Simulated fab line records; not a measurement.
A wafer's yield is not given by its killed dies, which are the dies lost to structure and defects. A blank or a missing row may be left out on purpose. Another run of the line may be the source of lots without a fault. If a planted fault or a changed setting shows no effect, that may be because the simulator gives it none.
fab line records	flow n5-finfet
record lots=4	wafers=12	last-day=19
route steps=1938 shown HKMG_FIN@402 BEOL_M4@1111 PASSIVATION@1936
lots with no fault: from the same line, run without faults
start-h: start of the lot's first displayed wafer, in hours after the record's first day	wait-h: how many hours have passed since the lot's step before this one	" unchanged from the row above	L1.1+2: a row that stands for several wafers	- value missing, or start not given	* or withheld: withheld	< > ~ a bound
route shown NAME@n: NAME is a module with steps in the file, n the number in the route of the first one	usual: mean/standard deviation taken from wafers without a fault	same: alike in all rows	chamber/n: place in a boat	sites: each site's reading	_std_site: the standard deviation of these	_edge_site: mean of outer sites minus mean of inner sites	radius-mm: for every site, how far away it sits from the centre of the wafer	mask NAME#n: copy n	behind: the most recent tool/chamber to have shaped the wafer	hold: the reason the lot was held/the length of the hold in hours/how it ended	device: transistor that didn't switch, given as n, p or np	end of line: tests run on the same wafers once the route is complete	step lacking rows: just its recipe	killed: dies that structure and defects cost at the first sort, which is not the same as the wafer's yield	map: shows each die of a wafer: x if killed, . if not, _ if none is there
set.NAME: the setting the step ran with; set.NAME@STEP: the setting that earlier step ran with	model.NAME: the simulator's own value behind a step, which no gauge read
lots at some steps of the route; a table a step, a row a wafer
services: from which hour (start-h, from the record's first day; less than 0 if before it) a tool's chamber was out of use, for how many hours, and why
## steps
# step N5_HKMG_FIN_ETCH_54
# recipe chemistry=CF4	target=SiARC	target-depth-a=455	mask-material=CAR-ArF	time-s=75.8	ion-energy-ev=80	pressure-mtorr=40	source-w=545	bias-w=36	Ar_flow_sccm=100	cf4-flow-sccm=100	ends=cleared
# step N5_HKMG_FIN_ETCH_55
# recipe chemistry=N2/H2	target=SOC	target-depth-a=2400	temp-c=40	time-s=300	ion-energy-ev=200	mask-material=SiARC	pressure-mtorr=30	source-w=840	bias-w=150	n2-flow-sccm=200	h2-flow-sccm=200
# step N5_HKMG_FIN_STRIP_56
# recipe chemistry=N2/H2	temp-c=40	n2-flow-sccm=200	h2-flow-sccm=200	rf-frequency-hz=6e+07
# step N5_HKMG_FIN_STRIP_57
# recipe chemistry=CF4	resist=SiARC	power-w=300	bias-power-w=75	pressure-mtorr=50	cf4-flow-sccm=150	rf-frequency-hz=6e+07
# step N5_HKMG_FIN_ETCH_58
# recipe chemistry=N2/H2	target=SOC	target-depth-a=2158	ion-energy-ev=50	bias-w=13	time-s=741	pressure-mtorr=30	source-w=875	n2-flow-sccm=200	h2-flow-sccm=200
# step N5_HKMG_FIN_STRIP_93
# recipe chemistry=N2/H2	material=SOC	time-s=20	power-w=500	temp-c=40	pressure-mtorr=50	rf-frequency-hz=6e+07	bias-power-w=8	h2-frac=0.5	n2-flow-sccm=300	h2-flow-sccm=300
# step N5_HKMG_FIN_WET_ETCH_76
# recipe chemistry=dNH4OH	mix=1:50	temp-c=25	target=Al2O3	stop-on=La2O3	target-depth-nm=2.25	dry=ipa-marangoni	rinse-time-s=30	rinse-temp-c=23
# step N5_HKMG_FIN_STRIP_60
# recipe chemistry=N2/H2	power-w=2500	temp-c=300	h2-frac=0.65	time-s=360	pressure-mtorr=withheld	n2-flow-sccm=1750	h2-flow-sccm=3250
# step N5_HKMG_FIN_WET_ETCH_77
# recipe chemistry=dHCl	mix=1:10000	temp-c=25	target=La2O3	stop-on=HfO2	target-depth-nm=2
# step N5_HKMG_FIN_WET_ETCH_78
# recipe chemistry=dNH4OH	mix=1:50	temp-c=25	target=Al2O3	stop-on=La2O3	target-depth-nm=4.5	dry=ipa-marangoni	rinse-time-s=30	rinse-temp-c=23
# step N5_HKMG_FIN_ALD_79
# recipe material=TiN	target-thk-a=15	temp-c=400	ald-precursor-family=TiCl4	ald-co-reactant=NH3	pulse-time-s=1	purge-time-s=3	co-reactant-purge-time-s=2	co-reactant-pulse-time-s=2	ald-cycles=68	pressure-torr=3
# step N5_HKMG_FIN_CVD_62
# recipe material=a-Si	target-thk-a=30	temp-c=500	precursor=Si2H6	pressure-torr=1	time-s=20.8
# step N5_HKMG_FIN_RTA_80
# recipe temp-c=withheld	time-s=2	ambient=N2	idle-temp-c=600	ramp-up-c-per-s=150	ramp-down-c-per-s=60	cool-to-c=600
# same time-s=2
lot.wafer	tool	chamber	start-h	wait-h
L663.2+3+4	rtp-anneal-01	0	95.55	0.3
L666.4+5+6	rtp-anneal-02	0	109.82	0.1
L667.2+5+6	rtp-anneal-02	0	112.33	0.1
L683.1+2+4	rtp-anneal-02	0	209.65	0.1
# step N5_HKMG_FIN_PRECLEAN_64
# recipe chemistry=dHF	time-s=30	temp-c=25	dilution=withheld
# step N5_HKMG_FIN_WET_ETCH_65
# recipe chemistry=TMAH	temp-c=70	conc-wt-pct=5	target=a-Si	stop-on=TiN	time-s=49	target-depth-nm=3
# step N5_HKMG_FIN_WET_ETCH_81
# recipe chemistry=SC1	target=TiN	stop-on=HfO2	mix=1:1:5	temp-c=60	time-s=57	target-depth-nm=6
# step N5_HKMG_FIN_WET_ETCH_82
# recipe chemistry=dHCl	mix=1:10000	temp-c=25	target=La2O3	stop-on=HfO2	target-depth-nm=2	dry=ipa-marangoni	rinse-time-s=30	rinse-temp-c=23
# step N5_HKMG_FIN_ALD_36
# recipe material=TiN	target-thk-a=10	temp-c=400	ald-precursor-family=TiCl4	ald-co-reactant=NH3	pulse-time-s=1	purge-time-s=3	co-reactant-purge-time-s=2	co-reactant-pulse-time-s=2	ald-cycles=47	pressure-torr=3
# step N5_HKMG_FIN_PWFM_ALD_03
# recipe material=TiN	target-thk-a=20	temp-c=400	ald-precursor-family=TiCl4	ald-co-reactant=NH3	pulse-time-s=1	purge-time-s=3	co-reactant-purge-time-s=2	co-reactant-pulse-time-s=2	ald-cycles=91	pressure-torr=3
# step N5_HKMG_FIN_COAT_29
# recipe resist=SOC	temp-c=250	time-s=60	spin-rpm=1500	resist-thk-nm=300
# step N5_HKMG_FIN_COAT_30
# recipe resist=SiARC	temp-c=220	time-s=60	spin-rpm=1500	resist-thk-nm=35
# step N5_HKMG_FIN_COAT_06
# recipe resist=CAR-ArF	spin-rpm=1500	resist-thk-nm=90
# step N5_HKMG_FIN_EBR_08
# recipe solvent=PGMEA	ebr-width-mm=1.5
# step N5_HKMG_FIN_SOFTBAKE_07
# recipe temp-c=110	time-s=60	resist=CAR-ArF
# step N5_HKMG_FIN_EXPOSE_09
# recipe mask-id=NWFM	na=1.35	source-shape=conventional	sigma-outer=0.8	polarization=unpolarized	dose-mj=39.25
# step N5_HKMG_FIN_PEB_10
# recipe peb-temp-c=withheld	peb-time-s=60	resist=CAR-ArF
# step N5_HKMG_FIN_DEVELOP_11
# recipe develop-time-s=30	developer=TMAH	resist=CAR-ArF	dev-temp-c=23	rinse-liquid=diw	dry=air-spin
# step N5_HKMG_FIN_DESCUM_17
# recipe chemistry=O2	time-s=7.9	source-power-w=50	bias-power-w=20	pressure-mtorr=20	rf-frequency-hz=2.712e+07	temp-c=40	resist=CAR-ArF	o2-flow-sccm=225
# step N5_HKMG_FIN_ETCH_31
# recipe chemistry=CF4	target=SiARC	target-depth-a=455	mask-material=CAR-ArF	time-s=75.8	ion-energy-ev=80	pressure-mtorr=40	source-w=545	bias-w=36	Ar_flow_sccm=100	cf4-flow-sccm=100	ends=cleared
# step N5_HKMG_FIN_ETCH_32
# recipe chemistry=N2/H2	target=SOC	target-depth-a=2400	temp-c=40	time-s=300	ion-energy-ev=200	mask-material=SiARC	pressure-mtorr=30	source-w=840	bias-w=150	n2-flow-sccm=200	h2-flow-sccm=200
# step N5_HKMG_FIN_STRIP_33
# recipe chemistry=N2/H2	temp-c=40	n2-flow-sccm=200	h2-flow-sccm=200	rf-frequency-hz=6e+07
# step N5_HKMG_FIN_STRIP_34
# recipe chemistry=CF4	resist=SiARC	power-w=300	bias-power-w=75	pressure-mtorr=50	cf4-flow-sccm=150	rf-frequency-hz=6e+07
# step N5_HKMG_FIN_ETCH_35
# recipe chemistry=N2/H2	target=SOC	target-depth-a=2158	ion-energy-ev=65	bias-w=5	source-w=3000	time-s=243.4	pressure-mtorr=30	n2-flow-sccm=200	h2-flow-sccm=200
# step N5_HKMG_FIN_STRIP_92
# recipe chemistry=N2/H2	material=SOC	time-s=20	power-w=500	temp-c=40	pressure-mtorr=50	rf-frequency-hz=6e+07	bias-power-w=8	h2-frac=0.5	n2-flow-sccm=300	h2-flow-sccm=300
# step N5_HKMG_FIN_WET_ETCH_18
# recipe chemistry=SC1	target=TiN	mix=1:1:5	temp-c=*	time-s=55	target-depth-nm=5.2	dry=ipa-marangoni	rinse-time-s=30	rinse-temp-c=23
# step N5_HKMG_FIN_STRIP_19
# recipe chemistry=N2/H2	power-w=2500	temp-c=300	h2-frac=0.65	time-s=360	pressure-mtorr=withheld	n2-flow-sccm=1750	h2-flow-sccm=3250
# step N5_HKMG_FIN_ALD_91
# recipe material=TiN	target-thk-a=10	temp-c=400	ald-precursor-family=TiCl4	ald-co-reactant=NH3	pulse-time-s=1	purge-time-s=3	co-reactant-purge-time-s=2	co-reactant-pulse-time-s=2	ald-cycles=47	pressure-torr=3
# step N5_HKMG_FIN_COAT_85
# recipe resist=SOC	temp-c=250	time-s=60	spin-rpm=1500	resist-thk-nm=300
# step N5_BEOL_M4_RC_MEAS_101
# usual DIBL_N=36.4/2.2	DIBL_P=36.3/2.5	IOFF_N=0.17/0.052	IOFF_P=0.23/0.049	IOFF_P_85C=3.9/0.69	IOFF_P_LIN=0.106/0.017	IOFF_P_LONG=0.000109/7.7e-06	ION_N=674/17	ION_P=464/11	SS_N=71.7/0.98	SS_P=73.3/0.84	VT_N=250/4	VT_N_LVT=99/3.8	VT_P=-249/3.8	VT_P_LONG=-274.2/2.8
lot.wafer	tool	chamber	start-h	wait-h	DIBL_N[mV/V]	DIBL_P[mV/V]	IOFF_N[nA/um]	IOFF_P[nA/um]	IOFF_P_85C[nA/um]	IOFF_P_LIN[nA/um]	IOFF_P_LONG[nA/um]	ION_N[uA/um]	ION_P[uA/um]	SS_N[mV/dec]	SS_P[mV/dec]	VT_N[mV]	VT_N_LVT[mV]	VT_P[mV]	VT_P_LONG[mV]
L663.2	prober-02	0	239.26	0.2	34.5	34.2	0.13	0.23	3.8	0.107	0.000117	663	465	70.9	72.4	255	101	-247	-272.7
L663.3	"	0	"	"	34.0	33.9	0.13	0.22	3.8	0.106	0.000122	672	474	71.0	72.7	252	101	-245	-270.1
L663.4	"	0	"	"	36.7	36.8	0.16	0.26	4.3	0.118	0.000123	677	474	72.3	73.2	250	101	-245	-268.8
L667.2	prober-02	0	249.13	0.2	32.8	31.4	0.10	0.31	5.1	0.162	0.000194	644	474	70.7	72.9	259	125	-233	-254.2
L667.5	"	0	"	"	39.9	38.9	0.25	0.55	8.2	0.243	0.000196	680	487	73.1	74.8	248	117	-227	-255.1
L667.6	"	0	"	"	33.3	33.2	0.12	0.36	5.8	0.180	0.000198	674	490	70.7	72.5	254	121	-232	-252.7
L666.4	prober-01	0	257.26	0.5	39.0	38.9	0.23	0.69	9.9	0.306	0.000219	693	512	72.6	74.6	242	116	-221	-249.8
L666.5	"	0	"	"	35.0	33.8	0.14	0.45	6.9	0.227	0.000217	673	497	71.3	73.7	254	126	-226	-251.7
L666.6	"	0	"	"	32.1	31.3	0.10	0.39	6.2	0.206	0.000219	643	487	71.2	72.7	258	131	-229	-249.0
L683.1	prober-01	0	348.53	0.0	31.1	30.3	0.11	0.15	2.8	0.081	0.000108	671	467	70.5	72.2	252	101	-253	-272.7
L683.2	"	0	"	"	36.1	35.9	0.17	0.23	3.9	0.109	0.00011	684	469	71.5	73.6	250	97	-248	-273.7
L683.4	"	0	"	"	36.1	34.6	0.16	0.20	3.6	0.096	0.000113	636	449	72.6	73.1	255	102	-251	-277.3
# step N5_PASSIVATION_PROBE_49
# usual defect-limited-yield=91.2/1.4	killed_at_M0_to_M3=34/9.3	killed_at_M4_up=14/5.9	killed-at-contacts=14/5.7	killed-at-front-end=38/10	killed-at-other=4/3.2	killed-dies=104/17	killed-open=67/13	killed-short=33/6.9	sort_bin_4_leakage=0/3.6	sort_bin_5_function=5.2/1	sort_bin_6_memory=3.3/0.61	sort_bin_8_speed=0.3/1.8	sort-n-pass=1069/52	sort-yield-pct=91/4.4
# same gross-dies=1180	killed-at-back-side=0
lot.wafer	tool	chamber	start-h	wait-h	defect-limited-yield[%]	killed_at_M0_to_M3	killed_at_M4_up	killed-at-contacts	killed-at-front-end	killed-at-other	killed-dies	killed-open	killed-short	sort_bin_4_leakage[%]	sort_bin_5_function[%]	sort_bin_6_memory[%]	sort_bin_8_speed[%]	sort-n-pass	sort-yield-pct[%]
L667.2	prober-02	-	354.84	0.1	90.8	17	24	22	42	3	108	73	31	0	4.9	3.8	0.1	1071	91
L667.5	prober-02	-	354.99	0.2	91.3	23	19	11	45	5	103	72	24	15	4.8	3.6	0	897	76
L667.6	prober-02	-	355.04	0.3	92.5	18	17	13	38	2	88	57	29	0	3.8	3.5	0	1092	93
L666.4	prober-01	-	363.36	0.2	89.5	44	16	13	45	6	124	83	29	55	5.9	3.9	0	410	35
L666.5	prober-01	-	363.41	0.2	91.6	32	13	18	36	0	99	66	24	2	4.6	3.7	0	1058	90
L666.6	prober-01	-	363.46	0.3	88.7	33	30	21	43	6	133	93	32	0	7.0	4.1	0	1043	88
# killed by level:class
L667.2 MOL_CONTACT_COAG:geometric-particle:open=19 FIN_SAQP:geometric-particle:short=14 FIN_SAQP:geometric-particle:open=11 BEOL_M5:geometric-particle:open=6 GATE_CUT:geometric-particle:short=5 BEOL_M1:geometric-particle:open=5 DUMMY_GATE:geometric-particle:open=4 BEOL_M7:geometric-particle:open=4
L667.5 MOL_CONTACT_COAG:geometric-particle:open=11 STI_FIN_REVEAL:geometric-particle:open=9 FIN_SAQP:geometric-particle:open=8 BEOL_M1:geometric-particle:open=8 BEOL_M2:geometric-particle:open=7 FIN_SAQP:geometric-particle:short=6 STI_FIN_REVEAL:geometric-particle:short=4 DUMMY_GATE:geometric-particle:open=4
L667.6 STI_FIN_REVEAL:geometric-particle:open=15 MOL_CONTACT_COAG:geometric-particle:open=11 GATE_CUT:geometric-particle:short=5 STI_FIN_REVEAL:geometric-particle:short=4 BEOL_M0_SAQP:geometric-particle:open=4 BEOL_M5:geometric-particle:short=4 FIN_SAQP:geometric-particle:short=3 BEOL_M1:geometric-particle:open=3
L666.4 BEOL_M2:geometric-particle:open=15 BEOL_M3:geometric-particle:open=11 MOL_CONTACT_COAG:geometric-particle:open=10 FIN_SAQP:geometric-particle:open=8 BEOL_M4:geometric-particle:open=8 STI_FIN_REVEAL:geometric-particle:open=7 FIN_SAQP:geometric-particle:short=5 BEOL_M1:geometric-particle:open=5
L666.5 MOL_CONTACT_COAG:geometric-particle:open=11 BEOL_M2:geometric-particle:open=11 FIN_SAQP:geometric-particle:open=8 BEOL_M0_SAQP:geometric-particle:open=6 STI_FIN_REVEAL:geometric-particle:open=5 STARTING-WAFER:geometric-particle:open=5 FIN_SAQP:geometric-particle:short=4 GATE_CUT:geometric-particle:short=4
L666.6 MOL_CONTACT_COAG:geometric-particle:open=16 BEOL_M4:geometric-particle:open=16 FIN_SAQP:geometric-particle:open=9 STI_FIN_REVEAL:geometric-particle:open=9 BEOL_M0_SAQP:geometric-particle:open=9 BEOL_M2:geometric-particle:open=6 BEOL_M3:geometric-particle:short=6 GATE_CUT:geometric-particle:short=4
# map L666.6 (x killed, . not)
_________________........x.xx________________
______________...............x.._____________
___________.xx..............x......__________
__________.......x..x.......x......._________
________........x.x.......x.....x....._______
_______......xx.xx..x.................x______
______..........x.........x.....x......._____
_____.......x......xx....................____
____.....xxx...........x.........x.......x___
___x............x..........................__
___.x.x.x.x......x.........x...............__
__.....x...........x............x..x........_
__.x.x...x.....x..x..................x......_
_x.........x...............................x.
_.......x.............x...x..x............x..
_.xx........................x................
_...x........x...x...........................
_..............x......xx...........x....x....
_....x.....................x........x........
_.........x.......xx.x...x.xx........x..x....
_........x..x.x...............x....x.........
__x.....x...................x..............._
__........................x..........x.....x_
___..xx...................x................__
___.x..x..........x.x...x......x..x........__
____.........x..........x....x......xx....___
_____..x...............x......x..........____
______........x.x..........x......x....._____
_______..x.......x..xx.................______
________.x..x........................x_______
__________..x........x..xx......x..._________
___________.x.....x......x..x..x...__________
______________.............x...._____________
_________________..........x.________________
# map L667.2 (x killed, . not)
_________________............________________
______________....x..x......x..._____________
___________.........x.........x....__________
__________...x...........x.........._________
________x......x......................_______
_______.............x.........x........______
______..............x..x................_____
_____...............x...................x____
____..............................x..x..x.___
___........x.....................xx.x...x..__
___...........x......................x.....__
__..........x..x...x....x........x.........._
__...........x....x....x......x..x.......x.._
_......x.x....x....x.........x......x........
_....x...x..x.......x............x.....x.....
_.....x.........x...............x............
_...........................x....x...x...x...
_...........x.x.........x.......x............
_.........x...xxx.....................x......
_....x.........xx...................x.....x..
_..........x................x...........x....
__...........x............x.x..............._
__..x...x............x..x..x................_
___...............xx............x..........__
___............xx.........x.....x..........__
____..............x............xx.........___
_____......x..................x..........____
______.............x..................x._____
_______..............x.................______
________..xx.x...x.....x..x..........._______
__________..x......x............x..._________
___________.............x....x.....__________
______________..........x......._____________
_________________.......x....________________
## services
tool	chamber	start-h	hours	kind
rtp-anneal-02	-	120.30	3.9	pm
## key
first-sign step=N5_BEOL_M4_RC_MEAS_101	reading=IOFF_P_LONG	direction=up	sigmas=13	usual=0.000109	struck=0.000207
effect step=N5_BEOL_M4_RC_MEAS_101	reading=VT_P_LONG	direction=up	sigmas=7.9	usual=-274.2	struck=-252.1
effect step=N5_BEOL_M4_RC_MEAS_101	reading=IOFF_P_LIN	direction=up	sigmas=6.7	usual=0.106	struck=0.220
effect step=N5_BEOL_M4_RC_MEAS_101	reading=VT_N_LVT	direction=up	sigmas=6.3	usual=99	struck=123
effect step=N5_BEOL_M4_RC_MEAS_101	reading=VT_P	direction=up	sigmas=5.5	usual=-249	struck=-228
effect step=N5_BEOL_M4_RC_MEAS_101	reading=IOFF_P	direction=up	sigmas=4.8	usual=0.23	struck=0.46
effect step=N5_BEOL_M4_RC_MEAS_101	reading=IOFF_P_85C	direction=up	sigmas=4.6	usual=3.9	struck=7.0
effect step=N5_BEOL_M4_RC_MEAS_101	reading=ION_P	direction=up	sigmas=2.5	usual=464	struck=491
effect step=N5_PASSIVATION_PROBE_49	reading=sort_bin_4_leakage	direction=up	sigmas=3.3	usual=0	struck=12	wafers-moved=2
met-at N5_HKMG_FIN_RTA_80
struck-wafers L666.4,L666.5,L666.6,L667.2,L667.5,L667.6
fault kind=process-parameter-drift	tool=rtp-anneal-02	chamber=-	onset-h=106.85	steps=N5_HKMG_FIN_RTA_80	channel=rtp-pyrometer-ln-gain	offset=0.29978	shape=step	end-h=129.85
